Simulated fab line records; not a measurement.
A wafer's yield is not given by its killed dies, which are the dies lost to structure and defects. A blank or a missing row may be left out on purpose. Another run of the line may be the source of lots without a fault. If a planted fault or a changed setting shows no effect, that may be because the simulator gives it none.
Problem report in the 8D (eight disciplines) form, filled by code + flow nand harc + the parts of the form that need people (team, actions taken, sign-off) are left out

1. PROBLEM STATEMENT
Mean of run length s at NHARC_A_WL_FILL_ETCHBACK_17: 38.69 s across 3 wafers in 2 lots; on wafers with no fault it is 48.20 s (standard deviation 0.29). That puts it -33 standard deviations away from the usual mean.
The step: etches the open film in Cl2/BCl3, target depth 4 nm, time 26.7 s.
First seen on wafer L978.1, day 20 02:07, on rie metal-01. The record holds 39 wafers of 13 lots with a number at this step. The rule behind "out" and "out of limits": a value lying over 4 standard deviations away from the usual mean. All remaining wafers that have a number are taken as sound.

2. WHAT IT IS; WHAT IT IS NOT
| question                    | is                     | is not                                                             |
|-----------------------------|------------------------|--------------------------------------------------------------------|
| which readings at this step | run length s           | drypump motor current A, oes product au                            |
| which lots                  | L978, L982             | L963, L964, L966, L967, L968, L969, L970, L971, L974, L975, L977   |
| which wafers of those lots  | L978.1, L982.2, L982.4 | L978.2, L978.6, L982.1                                             |
| read on which tools         | rie metal-01           | rie metal-02, rie metal-03                                         |
| when                        | from day 20 02:07      | up to then (35 sound wafers); but 1 sound wafer of L982 came after |

3. SUSPECTS, AND WHAT RULES EACH OUT
Counting: a tool at a process step up to the reading stays a suspect if it ran every lot that is out. Sound lots after the first of them don't rule it out here, since some wafers of a struck lot are sound.
- ald hk-04 at NHARC_A_WL_FILL_ALD_00 (deposits Al2O3, target thk 3 nm, pulse time 3 s, ald cycles 30): kept. Ran every lot that is out, first one L978 (day 19 07:33); last sound lot up to then L977 (day 19 07:26).
- rtp anneal-02 at NHARC_A_WL_FILL_RTA_01 (time 5 s): kept. Ran every lot that is out, first one L978 (day 19 08:09); last sound lot up to then L977 (day 19 07:54).
- rie metal-01 at NHARC_A_WL_FILL_ETCHBACK_17 (etches the open film in Cl2/BCl3, target depth 4 nm, time 26.7 s): kept. Ran every lot that is out, first one L978 (day 20 02:07); last sound lot up to then L975 (day 18 09:54). On those wafers its own readings are out: run length s.
- The sound lot-mates ran in chamber 1 of rie metal-01 at NHARC_A_WL_FILL_ETCHBACK_17, but the wafers that are out ran in chamber 0.
The count leaves ald hk-04 at NHARC_A_WL_FILL_ALD_00, rtp anneal-02 at NHARC_A_WL_FILL_RTA_01, and rie metal-01 at NHARC_A_WL_FILL_ETCHBACK_17.

4. THE CAUSE (what the simulator had put in)
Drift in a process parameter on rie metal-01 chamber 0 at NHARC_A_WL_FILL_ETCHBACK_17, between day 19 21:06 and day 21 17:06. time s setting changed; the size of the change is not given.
Of the 3 suspects that counting leaves, this tool is one.

5. SEQUENCE OF EFFECTS, ordered by route
Rows list readings where the struck wafers' mean (over those with a number) sits beyond 3 standard deviations from the usual. Readings are gone through only where the record gives a usual standard deviation; hours: the median, over the lots, of the time from a lot's start at the first step in this table giving one to that lot's start at this step; sigmas: the change measured in usual standard deviations.
| hours | step                        | reading      | usual   | on struck wafers | change | sigmas |
|-------|-----------------------------|--------------|---------|------------------|--------|--------|
| 0     | NHARC_A_WL_FILL_ETCHBACK_17 | run length s | 48.20 s | 38.69            | -9.51  | -33    |
Process steps it contains:
- NHARC_A_WL_FILL_ETCHBACK_17: etches the open film in Cl2/BCl3, target depth 4 nm, time 26.7 s.

6. HOW IT WOULD HAVE BEEN CAUGHT EARLIER
First out-of-limits reading in this record: day 20 02:07, which is 5 hours after fault onset at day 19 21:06.
